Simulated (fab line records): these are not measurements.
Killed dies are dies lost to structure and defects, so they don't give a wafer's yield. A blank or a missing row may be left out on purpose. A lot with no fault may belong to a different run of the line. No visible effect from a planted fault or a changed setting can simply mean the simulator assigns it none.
Chamber matching | flow n5_finfet | N5_BEOL_M4_CO_CAP_55 on cvd_co-02: 3 sister chambers
The step material Co, precursor CCTBA/H2, target thk 2 nm, time 102.1 s. 6 wafers are shown with their chamber, then 12 later ones without.

WAFERS WITH THEIR CHAMBER
wafer  | chamber | heater_power_w (W)
L085.6 | 0       | 218
L087.5 | 0       | 220
L086.6 | 2       | 228
L089.1 | 1       | 230
L089.5 | 1       | 228
L089.6 | 2       | 228

WAFERS MISSING THEIR CHAMBER
wafer  | heater_power_w (W)
L094.2 | 222
L094.3 | 220
L094.4 | 227
L090.1 | 218
L090.4 | 231
L090.6 | 235
L095.1 | 213
L095.4 | 219
L095.5 | 228
L097.3 | 239
L097.4 | 223
L097.5 | 230

CHAMBER TAKEN BY EACH
wafer  | from the rows above          | in truth
L094.2 | 0                            | 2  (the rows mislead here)
L094.3 | 0                            | 0
L094.4 | can't be placed: 2 or 1      | 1
L090.1 | 0                            | 0
L090.4 | can't be placed: 1 or 2      | 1
L090.6 | can't be placed: 1 or 2      | 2
L095.1 | 0                            | 0
L095.4 | 0                            | 0
L095.5 | can't be placed: 2 or 1      | 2
L097.3 | can't be placed: 1 or 2      | 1
L097.4 | can't be placed: 0 or 2 or 1 | 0
L097.5 | can't be placed: 1 or 2      | 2
Correctly placed: 4 of 12. Cannot be placed on the basis of these rows: 7; the candidates contain the true chamber in 7. 1 placed wrongly.
How it was worked out, from the rows above alone: a wafer's distance from a chamber is the root of the sum, over the readings, of the square of ((its reading less the chamber's mean) divided by the reading's scatter). If the next closest chamber is less than 2 further off than the closest, the wafer can't be placed; otherwise it belongs to the closest. A chamber's mean is the mean of its shown wafers. How the scatter is found: for the shown wafers, subtract from each reading the mean of its chamber, square and add these, divide the total by (wafers less chambers), then take the root.
